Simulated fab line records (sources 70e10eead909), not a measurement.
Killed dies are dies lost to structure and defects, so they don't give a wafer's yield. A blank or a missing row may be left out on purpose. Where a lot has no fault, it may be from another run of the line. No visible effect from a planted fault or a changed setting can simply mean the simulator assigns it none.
fab line records	flow nand-harc
record: lots: 24	wafers: 72	last-day: 24
route steps=1159 shown A_STAIRCASE@551
lots untouched by any fault: they come from a run of this same line in which no faults occurred
start-h: hours from the record's opening day to when the first of the lot's shown wafers began	wait-h: hours since the lot's step before	" unchanged from the row above	L1.1+2: several wafers, shown together as one row	- no value, or no start was given	* or withheld: withheld	< > ~ a bound
route shown NAME@n: names a module that has steps shown in the file, with the first one's number in the route	usual: mean/standard deviation taken from wafers without a fault	same: alike in all rows	chamber/n: place in a boat	sites: readings site by site	_std_site: the values' standard deviation	_edge_site: the outer-site mean with the inner-site mean subtracted	radius-mm: for every site, how far away it sits from the centre of the wafer	mask NAME#n: copy n	behind: the last tool/chamber to shape the wafer	hold: what put the lot on hold/how long, in hours/how the hold closed	device: transistor that didn't switch, given as n, p or np	end of line: the same wafers' tests at the end of the route	for a step that has no rows: nothing shown but its recipe	killed: count of dies lost to structure and defects at first sort (not the wafer's yield)	map: per-die view of a wafer (x killed, . not killed, _ where there is no die)
set.NAME: the setting that was run; set.NAME@STEP: the one run at that earlier step	model.NAME: the simulator's own value behind a step, which no gauge read
the route's steps for a sample of lots (tables are steps, rows are wafers)
services: the hour from which a tool's chamber was out of use, counted from the record's first day as start-h (under 0 if before that day), plus the number of hours and why
== steps ==
step: NHARC_A_STAIRCASE_ETCH_15
recipe: target-depth-a: 1000	time-s: 40.5	ion-energy-ev: 400	c4f8-flow-sccm: 20	o2-flow-sccm: 10	ar-flow-sccm: withheld	rf-w: 600	bias-w: 1000	chemistry: C4F8/O2
usual: oes-product-au: 0.945/0.0093	rf-vpp-V: 895/4.4
lot.wafer	tool	chamber	start-h	wait-h	oes-product-au	rf-hours-counter-h	rf-vpp-V
L074.2	rie-diel-07	0	-	-	0.949	3	891
L074.1	"	1	"	"	0.949	3	891
L074.4	"	2	"	"	0.942	4	901
L075.4	rie-diel-07	0	-	-	0.951	3	891
L075.1	"	1	"	"	0.954	4	888
L075.6	"	0	"	"	0.949	-	891
L077.4	rie-diel-07	0	-	-	0.955	5	891
L077.5	"	2	"	"	0.943	-	902
L077.6	"	3	"	"	0.953	-	899
L076.4	rie-diel-06	3	-	-	0.950	1	899
L076.1	"	0	"	"	0.951	1	889
L076.6	"	1	"	"	0.921	-	892
L079.3	rie-diel-07	1	-	-	0.961	9	889
L079.4	"	2	"	"	0.953	9	901
L079.5	"	1	"	"	0.964	-	889
L078.4	rie-diel-06	0	-	-	0.941	4	888
L078.2	"	3	"	"	0.957	4	898
L078.6	"	0	"	"	0.949	-	887
L080.4	rie-diel-07	2	-	-	0.933	10	901
L080.3	"	0	"	"	0.962	9	891
L080.6	"	2	"	"	0.936	-	902
L081.1	rie-diel-07	1	-	-	0.953	19	889
L081.4	"	0	"	"	0.944	18	891
L081.5	"	2	"	"	0.941	-	900
L083.4	rie-diel-09	0	-	-	0.945	8	895
L083.3	"	3	"	"	0.955	7	898
L083.5	"	1	"	"	0.948	-	898
L082.1	rie-diel-09	0	-	-	0.939	11	896
L082.5	"	0	"	"	0.939	-	896
L082.6	"	2	"	"	0.943	-	898
L085.2	rie-diel-06	1	-	-	0.938	20	892
L085.4	"	0	"	"	0.947	-	887
L085.6	"	1	"	"	0.931	-	893
L084.4	rie-diel-09	3	-	-	0.936	14	898
L084.1	"	0	"	"	0.932	14	895
L084.5	"	2	"	"	0.949	-	899
L086.2	rie-diel-09	3	-	-	0.930	19	899
L086.6	"	3	"	"	0.930	-	899
L086.5	"	0	"	"	0.941	-	896
L087.2	rie-diel-09	0	-	-	0.942	20	895
L087.5	"	0	"	"	0.934	-	895
L087.6	"	1	"	"	0.941	-	896
L089.1	rie-diel-07	2	-	-	0.948	37	900
L089.4	"	3	"	"	0.951	36	898
L089.5	"	1	"	"	0.957	-	888
L090.2	rie-diel-06	1	-	-	0.940	33	893
L090.1	"	2	"	"	0.949	33	899
L090.5	"	1	"	"	0.938	-	892
L088.2	rie-diel-07	3	-	-	0.958	38	899
L088.4	"	2	"	"	0.948	38	901
L088.5	"	3	"	"	0.962	-	898
L091.3	rie-diel-06	2	-	-	0.956	36	899
L091.5	"	3	"	"	0.954	-	897
L091.4	"	1	"	"	0.940	-	892
L093.3	rie-diel-09	3	-	-	0.943	29	897
L093.6	"	0	"	"	0.947	-	896
L093.5	"	1	"	"	0.937	-	897
L092.3	rie-diel-06	2	-	-	0.946	38	899
L092.6	"	3	"	"	0.949	-	898
L092.4	"	1	"	"	0.939	-	891
L095.3	rie-diel-07	0	-	-	0.944	47	891
L095.4	"	0	"	"	0.948	-	889
L095.6	"	1	"	"	0.952	-	888
L094.3	rie-diel-07	1	-	-	0.945	48	889
L094.2	"	0	"	"	0.941	48	891
L094.4	"	3	"	"	0.944	-	900
L096.3	rie-diel-06	2	-	-	0.955	45	898
L096.5	"	2	"	"	0.964	-	898
L096.4	"	3	"	"	0.951	-	898
L097.3	rie-diel-06	3	-	-	0.935	43	895
L097.5	"	3	"	"	0.931	-	896
L097.6	"	1	"	"	0.919	-	892
step: NHARC_A_STAIRCASE_TRIM_198
recipe: time-s: 211.2	o2-flow-sccm: 500	ar-flow-sccm: 0	bias-w: 0	chemistry: O2
usual: drypump-motor-current-A: 5.9/0.51	mfc-ar-sccm: 0.007/0.012	oes-product-au: 1.002/0.0089	rf-vpp-V: 57.7/0.93	showerhead-plenum-p-Torr: 3.50/0.11	throttle-valve-pct: 17.036/0.0088
lot.wafer	tool	chamber	start-h	wait-h	drypump-motor-current-A	mfc-ar-sccm	oes-product-au	rf-hours-counter-h	rf-vpp-V	showerhead-plenum-p-Torr	throttle-valve-pct
L074.1	rie-diel-07	0	-	-	6.5	0.032	0.995	4	58.7	3.40	17.043
L074.2	"	1	"	"	5.7	0	1.011	5	56.8	3.34	17.027
L074.4	"	3	"	"	6.4	0	1.002	5	56.8	3.61	17.041
L075.4	rie-diel-06	2	-	-	5.0	0	0.993	1	57.0	3.61	17.026
L075.1	"	3	"	"	6.1	0	1.007	1	58.1	3.58	17.028
L075.6	"	3	"	"	6.1	0	1.002	-	57.6	3.58	17.020
L077.4	rie-diel-07	2	-	-	5.8	0	1.004	8	58.7	3.68	17.040
L077.6	"	0	"	"	6.5	0.032	1.009	-	58.1	3.40	17.029
L077.5	"	1	"	"	5.7	0	1.016	-	57.1	3.34	17.029
L076.1	rie-diel-06	3	-	-	6.1	0	1.010	7	57.8	3.58	17.030
L076.4	"	0	"	"	5.6	0.003	0.997	7	57.9	3.30	17.029
L076.6	"	3	"	"	6.1	0	1.005	-	56.7	3.58	17.037
L079.4	rie-diel-06	0	-	-	5.6	0.003	0.999	8	57.1	3.30	17.046
L079.3	"	1	"	"	6.0	0	0.985	8	57.5	3.43	17.016
L079.5	"	3	"	"	6.1	0	1.002	-	58.4	3.58	17.023
L078.2	rie-diel-07	0	-	-	6.6	0.032	0.999	13	57.8	3.40	17.039
L078.4	"	1	"	"	5.8	0	1.010	13	57.7	3.34	17.033
L078.6	"	0	"	"	6.5	0.032	0.997	-	58.4	3.40	17.038
L080.4	rie-diel-07	1	-	-	5.8	0	1.011	13	57.1	3.34	17.027
L080.3	"	3	"	"	6.4	0	1.004	13	58.7	3.60	17.044
L080.6	"	0	"	"	6.6	0.032	1.010	-	56.3	3.40	17.036
L081.1	rie-diel-07	0	-	-	6.6	0.032	1.009	20	57.7	3.39	17.038
L081.4	"	2	"	"	5.8	0	1.011	20	58.2	3.67	17.034
L081.5	"	1	"	"	5.8	0	1.016	-	55.9	3.33	17.044
L083.3	rie-diel-06	2	-	-	5.0	0	1.003	14	58.1	3.61	17.040
L083.4	"	3	"	"	6.1	0	1.002	15	55.6	3.57	17.032
L083.5	"	1	"	"	6.1	0	0.985	-	56.8	3.43	17.045
L082.1	rie-diel-07	3	-	-	6.4	0	1.000	21	58.3	3.60	17.050
L082.5	"	1	"	"	5.7	0	1.018	-	58.1	3.33	17.033
L082.6	"	2	"	"	5.7	0	1.010	-	58.6	3.67	17.021
L084.4	rie-diel-09	0	-	-	4.8	0	1.000	16	58.1	3.51	17.040
L084.1	"	1	"	"	5.8	0.029	0.995	13	58.0	3.58	17.042
L084.5	"	3	"	"	6.4	0.009	0.986	-	58.4	3.58	17.040
L085.4	rie-diel-07	0	-	-	6.6	0.032	1.002	26	58.5	3.39	17.032
L085.2	"	1	"	"	5.7	0	1.017	27	56.0	3.33	17.038
L085.6	"	0	"	"	6.6	0.032	1.003	-	58.2	3.39	17.042
L086.2	rie-diel-09	2	-	-	6.2	0	0.995	17	58.5	3.59	17.031
L086.5	"	2	"	"	6.2	0	1.000	-	58.6	3.60	17.038
L086.6	"	3	"	"	6.4	0.009	0.998	-	57.3	3.58	17.030
L087.2	rie-diel-06	1	-	-	6.1	0	0.991	28	56.8	3.42	17.037
L087.5	"	2	"	"	5.0	0	1.006	-	57.6	3.60	17.027
L087.6	"	3	"	"	6.1	0	0.997	-	58.6	3.57	17.052
L089.4	rie-diel-09	0	-	-	4.8	0	1.005	28	57.3	3.50	17.039
L089.1	"	3	"	"	6.3	0.009	1.007	27	57.7	3.58	17.036
L089.5	"	1	"	"	5.8	0.029	1.009	-	56.8	3.58	17.027
L090.2	rie-diel-06	1	-	-	6.0	0	0.998	34	57.3	3.42	17.030
L090.1	"	2	"	"	5.0	0	1.018	34	57.7	3.60	17.036
L090.5	"	1	"	"	6.1	0	0.996	-	58.3	3.42	17.038
L088.2	rie-diel-07	3	-	-	6.3	0	0.989	41	58.4	3.59	17.033
L088.5	"	3	"	"	6.4	0	0.998	-	57.8	3.59	17.047
L088.4	"	0	"	"	6.5	0.032	1.007	-	58.8	3.38	17.048
L091.3	rie-diel-06	2	-	-	5.0	0	0.998	39	58.1	3.59	17.035
L091.4	"	2	"	"	5.0	0	1.018	-	56.7	3.59	17.037
L091.5	"	3	"	"	6.1	0	1.009	-	59.0	3.56	17.037
L093.3	rie-diel-09	2	-	-	6.2	0	1.000	29	59.2	3.59	17.019
L093.6	"	1	"	"	5.7	0.029	0.989	-	59.8	3.58	17.042
L093.5	"	2	"	"	6.2	0	1.004	-	57.7	3.59	17.043
L092.4	rie-diel-09	3	-	-	6.3	0.009	0.976	35	58.2	3.57	17.038
L092.3	"	0	"	"	4.8	0	0.998	36	57.0	3.50	17.026
L092.6	"	1	"	"	5.8	0.029	0.984	-	59.5	3.57	17.033
L094.4	rie-diel-09	0	-	-	4.8	0	1.002	38	57.0	3.50	17.026
L094.3	"	1	"	"	5.8	0.029	0.994	34	58.5	3.57	17.039
L094.2	"	3	"	"	6.3	0.009	0.994	37	57.2	3.57	17.028
L095.3	rie-diel-06	2	-	-	5.0	0	1.006	44	57.2	3.59	17.026
L095.4	"	2	"	"	5.0	0	1.002	-	57.1	3.59	17.031
L095.6	"	3	"	"	6.1	0	0.998	-	57.7	3.56	17.037
L096.3	rie-diel-07	0	-	-	6.6	0.032	1.015	53	56.7	3.38	17.027
L096.4	"	3	"	"	6.4	0	0.999	50	57.3	3.58	17.043
L096.5	"	0	"	"	6.6	0.032	1.001	-	56.6	3.38	17.046
L097.3	rie-diel-07	1	-	-	5.8	0	0.996	60	56.8	3.31	17.028
L097.5	"	0	"	"	6.6	0.032	1.004	-	55.9	3.37	17.044
L097.6	"	1	"	"	5.8	0	1.008	-	57.9	3.31	17.037
step: NHARC_A_STAIRCASE_ETCH_221
recipe: target-depth-a: 1000	time-s: 40.5	ion-energy-ev: 400	c4f8-flow-sccm: 20	o2-flow-sccm: 10	ar-flow-sccm: withheld	rf-w: 600	bias-w: 1000	chemistry: C4F8/O2
usual: oes-product-au: 0.937/0.011	rf-vpp-V: 896/4
lot.wafer	tool	chamber	start-h	wait-h	oes-product-au	rf-hours-counter-h	rf-vpp-V
L074.4	rie-diel-07	2	-	-	0.943	6	902
L074.2	"	3	"	"	0.942	6	899
L074.1	"	1	"	"	0.951	6	889
L075.4	rie-diel-07	1	-	-	0.939	7	890
L075.1	"	2	"	"	0.932	8	902
L075.6	"	2	"	"	0.923	-	901
L077.4	rie-diel-06	3	-	-	0.929	4	899
L077.6	"	2	"	"	0.937	-	899
L077.5	"	3	"	"	0.934	-	898
L076.1	rie-diel-09	0	-	-	0.937	1	896
L076.4	"	1	"	"	0.932	1	899
L076.6	"	1	"	"	0.939	-	898
L079.4	rie-diel-07	3	-	-	0.926	14	898
L079.3	"	1	"	"	0.935	14	887
L079.5	"	0	"	"	0.925	-	891
L078.2	rie-diel-09	3	-	-	0.945	4	900
L078.4	"	1	"	"	0.960	2	900
L078.6	"	3	"	"	0.943	-	898
L080.3	rie-diel-07	0	-	-	0.944	14	891
L080.4	"	2	"	"	0.928	15	902
L080.6	"	0	"	"	0.941	-	891
L081.1	rie-diel-09	0	-	-	0.929	11	896
L081.4	"	3	"	"	0.917	-	898
L081.5	"	2	"	"	0.939	-	898
L083.4	rie-diel-06	0	-	-	0.946	15	887
L083.3	"	3	"	"	0.948	15	898
L083.5	"	1	"	"	0.926	-	894
L082.1	rie-diel-09	3	-	-	0.933	13	898
L082.6	"	0	"	"	0.939	-	895
L082.5	"	1	"	"	0.939	-	896
L084.1	rie-diel-06	0	-	-	0.923	22	889
L084.5	"	0	"	"	0.931	-	888
L084.4	"	2	"	"	0.938	-	899
L085.2	rie-diel-06	1	-	-	0.923	22	893
L085.6	"	0	"	"	0.922	-	888
L085.4	"	2	"	"	0.935	-	898
L086.2	rie-diel-06	3	-	-	0.944	19	897
L086.5	"	2	"	"	0.956	-	899
L086.6	"	3	"	"	0.950	-	897
L087.2	rie-diel-09	3	-	-	0.943	23	899
L087.6	"	1	"	"	0.933	-	899
L087.5	"	2	"	"	0.942	-	899
L089.1	rie-diel-06	1	-	-	0.940	35	892
L089.5	"	1	"	"	0.937	-	892
L089.4	"	2	"	"	0.941	-	897
L090.1	rie-diel-09	0	-	-	0.955	29	896
L090.2	"	1	"	"	0.951	25	897
L090.5	"	2	"	"	0.952	-	897
L088.2	rie-diel-06	2	-	-	0.939	39	898
L088.4	"	1	"	"	0.919	-	892
L088.5	"	3	"	"	0.933	-	896
L091.3	rie-diel-06	3	-	-	0.942	31	898
L091.4	"	1	"	"	0.938	-	893
L091.5	"	2	"	"	0.945	-	899
L093.3	rie-diel-06	2	-	-	0.947	42	898
L093.6	"	1	"	"	0.914	-	892
L093.5	"	3	"	"	0.937	-	898
L092.4	rie-diel-07	2	-	-	0.951	39	902
L092.3	"	1	"	"	0.963	50	889
L092.6	"	3	"	"	0.957	-	898
L094.2	rie-diel-07	3	-	-	0.925	48	898
L094.3	"	1	"	"	0.936	52	888
L094.4	"	2	"	"	0.939	41	901
L095.3	rie-diel-09	2	-	-	0.925	36	897
L095.6	"	2	"	"	0.923	-	898
L095.4	"	0	"	"	0.922	-	896
L096.3	rie-diel-09	0	-	-	0.935	43	895
L096.5	"	1	"	"	0.922	-	898
L096.4	"	2	"	"	0.928	-	898
L097.3	rie-diel-06	3	-	-	0.959	47	897
L097.6	"	0	"	"	0.950	-	887
L097.5	"	1	"	"	0.949	-	893
step: NHARC_A_STAIRCASE_ETCH_223
recipe: target-depth-a: 1000	time-s: 40.5	ion-energy-ev: 400	c4f8-flow-sccm: 20	o2-flow-sccm: 10	ar-flow-sccm: withheld	rf-w: 600	bias-w: 1000	chemistry: C4F8/O2
usual: oes-product-au: 0.938/0.0097	rf-vpp-V: 895/4.1
lot.wafer	tool	chamber	start-h	wait-h	oes-product-au	rf-hours-counter-h	rf-vpp-V
L074.2	rie-diel-07	0	-	-	0.939	6	889
L074.4	"	1	"	"	0.939	6	889
L074.1	"	3	"	"	0.931	6	898
L075.4	rie-diel-07	3	-	-	0.941	8	899
L075.1	"	1	"	"	0.937	8	889
L075.6	"	3	"	"	0.950	-	899
L077.4	rie-diel-06	2	-	-	0.926	4	898
L077.6	"	0	"	"	0.924	-	887
L077.5	"	1	"	"	0.915	-	892
L076.1	rie-diel-09	0	-	-	0.945	1	896
L076.4	"	2	"	"	0.939	1	900
L076.6	"	0	"	"	0.934	-	896
L079.3	rie-diel-07	3	-	-	0.943	14	899
L079.4	"	0	"	"	0.938	14	891
L079.5	"	3	"	"	0.944	-	898
L078.4	rie-diel-09	3	-	-	0.934	4	898
L078.2	"	1	"	"	0.935	3	898
L078.6	"	3	"	"	0.935	-	898
L080.3	rie-diel-07	0	-	-	0.944	14	892
L080.4	"	1	"	"	0.952	15	888
L080.6	"	2	"	"	0.932	-	902
L081.1	rie-diel-09	3	-	-	0.939	11	897
L081.4	"	2	"	"	0.942	-	898
L081.5	"	3	"	"	0.938	-	899
L083.3	rie-diel-06	0	-	-	0.950	16	886
L083.4	"	1	"	"	0.944	15	894
L083.5	"	1	"	"	0.950	-	894
L082.1	rie-diel-09	3	-	-	0.923	13	898
L082.5	"	1	"	"	0.925	-	898
L082.6	"	3	"	"	0.920	-	898
L084.1	rie-diel-06	0	-	-	0.935	22	889
L084.4	"	0	"	"	0.936	-	887
L084.5	"	1	"	"	0.931	-	892
L085.2	rie-diel-06	1	-	-	0.939	22	893
L085.6	"	2	"	"	0.945	-	900
L085.4	"	0	"	"	0.939	-	887
L086.2	rie-diel-06	2	-	-	0.957	28	898
L086.6	"	3	"	"	0.950	-	897
L086.5	"	0	"	"	0.951	-	887
L087.2	rie-diel-09	3	-	-	0.921	23	898
L087.6	"	0	"	"	0.923	-	895
L087.5	"	1	"	"	0.929	-	898
L089.1	rie-diel-06	1	-	-	0.930	35	891
L089.5	"	3	"	"	0.937	-	899
L089.4	"	1	"	"	0.944	-	893
L090.2	rie-diel-09	0	-	-	0.937	29	895
L090.1	"	2	"	"	0.929	24	898
L090.5	"	0	"	"	0.943	-	896
L088.2	rie-diel-06	1	-	-	0.917	39	893
L088.5	"	1	"	"	0.925	-	891
L088.4	"	3	"	"	0.934	-	897
L091.3	rie-diel-06	1	-	-	0.940	41	892
L091.5	"	1	"	"	0.935	-	892
L091.4	"	2	"	"	0.939	-	898
L093.3	rie-diel-06	3	-	-	0.948	32	898
L093.6	"	2	"	"	0.953	-	897
L093.5	"	3	"	"	0.944	-	897
L092.4	rie-diel-07	2	-	-	0.948	39	900
L092.3	"	3	"	"	0.971	46	899
L092.6	"	1	"	"	0.958	-	888
L094.4	rie-diel-07	2	-	-	0.946	41	900
L094.3	"	3	"	"	0.935	48	897
L094.2	"	0	"	"	0.929	51	890
L095.3	rie-diel-09	0	-	-	0.942	41	894
L095.4	"	2	"	"	0.932	-	899
L095.6	"	0	"	"	0.938	-	895
L096.3	rie-diel-09	2	-	-	0.934	37	896
L096.4	"	2	"	"	0.929	-	899
L096.5	"	0	"	"	0.934	-	895
L097.3	rie-diel-06	3	-	-	0.962	48	897
L097.6	"	3	"	"	0.954	-	897
L097.5	"	0	"	"	0.954	-	887
step: NHARC_A_STAIRCASE_TRIM_226
recipe: time-s: 211.2	o2-flow-sccm: 500	ar-flow-sccm: 0	bias-w: 0	chemistry: O2
usual: drypump-motor-current-A: 5.8/0.52	mfc-ar-sccm: 0.005/0.011	oes-product-au: 1.001/0.0072	rf-vpp-V: 57.8/0.94	showerhead-plenum-p-Torr: 3.51/0.11	throttle-valve-pct: 17.038/0.0088
lot.wafer	tool	chamber	start-h	wait-h	drypump-motor-current-A	mfc-ar-sccm	oes-product-au	rf-hours-counter-h	rf-vpp-V	showerhead-plenum-p-Torr	throttle-valve-pct
L074.4	rie-diel-07	0	-	-	6.6	0.032	1.000	6	57.8	3.40	17.030
L074.2	"	2	"	"	5.8	0	1.000	7	57.8	3.68	17.014
L074.1	"	3	"	"	6.4	0	1.004	6	57.5	3.60	17.029
L075.4	rie-diel-07	3	-	-	6.4	0	1.012	8	57.0	3.60	17.039
L075.1	"	0	"	"	6.6	0.032	1.003	8	57.4	3.40	17.051
L075.6	"	0	"	"	6.5	0.032	0.993	-	57.4	3.40	17.013
L077.4	rie-diel-06	2	-	-	5.0	0	0.995	5	57.6	3.61	17.034
L077.5	"	1	"	"	6.1	0	0.997	-	58.9	3.43	17.028
L077.6	"	2	"	"	5.0	0	1.010	-	58.4	3.61	17.051
L076.1	rie-diel-09	1	-	-	5.8	0.029	0.998	1	58.4	3.59	17.035
L076.4	"	3	"	"	6.3	0.009	1.004	1	57.5	3.59	17.054
L076.6	"	2	"	"	6.2	0	1.000	-	56.9	3.60	17.040
L079.4	rie-diel-07	0	-	-	6.5	0.032	1.014	14	57.8	3.40	17.027
L079.3	"	2	"	"	5.7	0	0.992	14	57.5	3.67	17.047
L079.5	"	1	"	"	5.8	0	1.013	-	57.5	3.34	17.030
L078.4	rie-diel-09	0	-	-	4.8	0	1.003	4	57.7	3.52	17.055
L078.2	"	1	"	"	5.8	0.029	1.005	3	57.2	3.59	17.038
L078.6	"	2	"	"	6.2	0	1.009	-	58.3	3.60	17.034
L080.4	rie-diel-07	2	-	-	5.7	0	1.008	15	58.8	3.67	17.045
L080.3	"	1	"	"	5.8	0	1.008	16	57.2	3.34	17.052
L080.6	"	2	"	"	5.8	0	0.990	-	59.2	3.67	17.033
L081.1	rie-diel-09	3	-	-	6.3	0.009	0.993	11	58.6	3.59	17.038
L081.5	"	2	"	"	6.2	0	1.010	-	59.2	3.60	17.027
L081.4	"	3	"	"	6.3	0.009	0.996	-	56.6	3.59	17.036
L083.4	rie-diel-06	0	-	-	5.6	0.003	1.002	16	55.9	3.30	17.044
L083.3	"	2	"	"	5.0	0	1.002	14	58.3	3.61	17.052
L083.5	"	0	"	"	5.7	0.003	1.009	-	56.3	3.30	17.036
L082.1	rie-diel-09	1	-	-	5.8	0.029	1.006	11	58.8	3.59	17.049
L082.5	"	3	"	"	6.3	0.009	0.996	-	56.6	3.58	17.049
L082.6	"	0	"	"	4.8	0	0.995	-	57.5	3.51	17.049
L084.1	rie-diel-06	1	-	-	6.0	0	0.996	22	57.9	3.42	17.031
L084.5	"	0	"	"	5.6	0.003	1.005	-	58.5	3.30	17.046
L084.4	"	1	"	"	6.0	0	0.991	-	56.6	3.42	17.032
L085.2	rie-diel-06	0	-	-	5.7	0.003	0.998	22	58.2	3.29	17.023
L085.6	"	2	"	"	5.0	0	1.002	-	57.3	3.60	17.037
L085.4	"	0	"	"	5.6	0.003	0.998	-	58.4	3.29	17.043
L086.2	rie-diel-06	2	-	-	5.0	0	1.014	28	57.8	3.60	17.043
L086.6	"	2	"	"	5.0	0	1.006	-	59.4	3.60	17.032
L086.5	"	3	"	"	6.1	0	0.998	-	58.6	3.57	17.031
L087.2	rie-diel-09	0	-	-	4.8	0	0.994	24	57.4	3.51	17.027
L087.6	"	3	"	"	6.3	0.009	1.006	-	57.5	3.58	17.040
L087.5	"	0	"	"	4.8	0	0.991	-	58.1	3.51	17.044
L089.1	rie-diel-06	2	-	-	5.0	0	1.004	35	58.2	3.60	17.046
L089.5	"	2	"	"	5.0	0	1.006	-	57.9	3.60	17.043
L089.4	"	1	"	"	6.0	0	0.984	-	56.6	3.42	17.038
L090.2	rie-diel-09	1	-	-	5.8	0.029	1.000	25	56.8	3.58	17.040
L090.1	"	0	"	"	4.9	0	1.008	29	60.0	3.50	17.027
L090.5	"	1	"	"	5.8	0.029	0.998	-	58.7	3.58	17.038
L088.2	rie-diel-06	3	-	-	6.1	0	1.002	30	55.6	3.56	17.044
L088.4	"	1	"	"	6.1	0	0.991	-	58.4	3.41	17.036
L088.5	"	2	"	"	5.0	0	1.005	-	59.0	3.59	17.039
L091.3	rie-diel-06	2	-	-	5.0	0	0.992	41	58.2	3.59	17.048
L091.5	"	1	"	"	6.0	0	0.988	-	57.0	3.41	17.045
L091.4	"	2	"	"	5.0	0	1.004	-	59.0	3.59	17.036
L093.3	rie-diel-06	2	-	-	5.0	0	1.006	42	58.8	3.59	17.037
L093.5	"	1	"	"	6.1	0	0.996	-	57.1	3.41	17.046
L093.6	"	2	"	"	5.0	0	1.010	-	57.3	3.59	17.041
L092.3	rie-diel-07	2	-	-	5.8	0	0.992	39	59.0	3.66	17.023
L092.4	"	0	"	"	6.6	0.032	1.006	50	57.5	3.38	17.038
L092.6	"	2	"	"	5.8	0	0.999	-	59.3	3.66	17.033
L094.2	rie-diel-07	1	-	-	5.8	0	1.009	52	58.5	3.32	17.024
L094.3	"	2	"	"	5.7	0	1.010	41	59.8	3.66	17.048
L094.4	"	3	"	"	6.4	0	1.005	48	57.1	3.58	17.025
L095.3	rie-diel-09	2	-	-	6.2	0	1.007	36	58.2	3.58	17.032
L095.6	"	2	"	"	6.2	0	1.004	-	58.7	3.58	17.034
L095.4	"	0	"	"	4.8	0	1.003	-	57.3	3.50	17.043
L096.3	rie-diel-09	2	-	-	6.2	0	0.993	38	57.9	3.58	17.038
L096.4	"	0	"	"	4.8	0	1.002	-	58.5	3.49	17.039
L096.5	"	1	"	"	5.8	0.029	1.002	-	58.4	3.57	17.040
L097.3	rie-diel-06	0	-	-	5.6	0.003	0.996	37	58.4	3.29	17.031
L097.5	"	3	"	"	6.1	0	0.992	-	58.1	3.55	17.036
L097.6	"	0	"	"	5.7	0.003	1.008	-	55.9	3.29	17.058
step: NHARC_A_STAIRCASE_ETCH_230
recipe: target-depth-a: 1000	time-s: 40.5	ion-energy-ev: 400	c4f8-flow-sccm: 20	o2-flow-sccm: 10	ar-flow-sccm: withheld	rf-w: 600	bias-w: 1000	chemistry: C4F8/O2
usual: oes-product-au: 0.948/0.016	rf-vpp-V: 895/4.7
lot.wafer	tool	chamber	start-h	wait-h	oes-product-au	rf-hours-counter-h	rf-vpp-V
L074.4	rie-diel-07	3	-	-	0.950	7	899
L074.1	"	1	"	"	0.946	6	887
L074.2	"	2	"	"	0.945	7	902
L075.1	rie-diel-07	0	-	-	0.934	8	891
L075.4	"	3	"	"	0.946	9	899
L075.6	"	1	"	"	0.945	-	889
L077.4	rie-diel-07	1	-	-	0.927	11	889
L077.6	"	1	"	"	0.936	-	890
L077.5	"	2	"	"	0.916	-	902
L076.4	rie-diel-06	2	-	-	0.945	9	899
L076.1	"	1	"	"	0.931	8	891
L076.6	"	2	"	"	0.938	-	900
L079.3	rie-diel-07	1	-	-	0.945	15	888
L079.4	"	2	"	"	0.942	15	900
L079.5	"	2	"	"	0.938	-	901
L078.2	rie-diel-07	2	-	-	0.932	15	903
L078.4	"	1	"	"	0.959	16	889
L078.6	"	2	"	"	0.932	-	901
L080.4	rie-diel-09	3	-	-	0.984	4	899
L080.3	"	0	"	"	0.957	4	895
L080.6	"	3	"	"	0.982	-	898
L081.1	rie-diel-06	0	-	-	0.963	16	886
L081.4	"	3	"	"	0.954	15	898
L081.5	"	1	"	"	0.953	-	891
L083.3	rie-diel-09	0	286.49	0.2	0.948	12	895
L083.5	"	0	"	"	0.954	-	895
L083.4	"	3	"	"	0.951	-	899
L082.1	rie-diel-07	0	-	-	0.974	24	891
L082.6	"	2	"	"	0.953	-	901
L082.5	"	3	"	"	0.944	-	899
L084.1	rie-diel-06	2	-	-	0.949	22	899
L084.5	"	0	"	"	0.960	-	887
L084.4	"	2	"	"	0.950	-	900
L085.2	rie-diel-07	1	-	-	0.982	29	888
L085.4	"	2	"	"	0.962	27	901
L085.6	"	1	"	"	0.984	-	889
L086.2	rie-diel-06	0	-	-	0.941	28	887
L086.6	"	0	"	"	0.937	-	886
L086.5	"	1	"	"	0.943	-	893
L087.2	rie-diel-07	3	-	-	0.970	31	897
L087.5	"	3	"	"	0.961	-	899
L087.6	"	0	"	"	0.976	-	891
L089.1	rie-diel-06	1	-	-	0.934	35	893
L089.5	"	1	"	"	0.932	-	892
L089.4	"	3	"	"	0.947	-	897
L090.2	rie-diel-07	3	-	-	0.955	39	898
L090.1	"	1	"	"	0.970	42	889
L090.5	"	0	"	"	0.951	-	891
L088.2	rie-diel-06	3	-	-	0.931	31	897
L088.4	"	1	"	"	0.924	-	893
L088.5	"	2	"	"	0.939	-	898
L091.3	rie-diel-09	0	-	-	0.951	36	897
L091.4	"	1	"	"	0.955	32	897
L091.5	"	1	"	"	0.956	-	898
L093.3	rie-diel-07	1	-	-	0.956	49	889
L093.5	"	0	"	"	0.952	-	891
L093.6	"	1	"	"	0.955	-	888
L092.3	rie-diel-07	1	-	-	0.943	50	888
L092.4	"	0	"	"	0.947	50	890
L092.6	"	1	"	"	0.945	-	888
L094.4	rie-diel-07	2	-	-	0.945	41	901
L094.2	"	3	"	"	0.956	48	898
L094.3	"	0	"	"	0.951	52	891
L095.4	rie-diel-07	1	-	-	0.933	54	889
L095.3	"	0	"	"	0.933	53	890
L095.6	"	1	"	"	0.932	-	888
L096.3	rie-diel-09	1	-	-	0.928	40	898
L096.4	"	0	"	"	0.931	-	895
L096.5	"	1	"	"	0.929	-	897
L097.3	rie-diel-09	3	-	-	0.911	41	896
L097.5	"	1	"	"	0.939	-	897
L097.6	"	3	"	"	0.912	-	897
== services ==
tool	chamber	start-h	hours	kind
rie-diel-06	0	221.55	-	clean
rie-diel-06	1	221.55	-	clean
rie-diel-06	2	221.55	-	clean
rie-diel-06	3	221.55	-	clean
rie-diel-07	-	228.36	9.0	pm
rie-diel-09	-	240.67	0.8	repair
rie-diel-06	-	242.47	9.0	pm
rie-diel-06	0	242.47	9.0	vent-cycle
rie-diel-06	1	242.47	9.0	vent-cycle
rie-diel-06	2	242.47	9.0	vent-cycle
rie-diel-09	-	254.11	9.0	pm
rie-diel-06	-	275.48	0.3	repair
rie-diel-09	1	282.27	4.0	repair
rie-diel-09	2	285.48	8.2	repair
rie-diel-06	3	291.21	21.8	repair
rie-diel-07	1	310.76	2.2	repair
rie-diel-06	3	326.38	3.6	repair
rie-diel-06	0	328.72	43.8	repair
rie-diel-07	2	340.48	15.5	repair
rie-diel-09	3	360.57	16.6	repair
rie-diel-07	0	369.47	11.3	repair
rie-diel-07	-	372.31	0.6	repair
rie-diel-06	2	374.46	8.7	repair
rie-diel-09	2	387.51	13.8	repair
== key ==
fault none
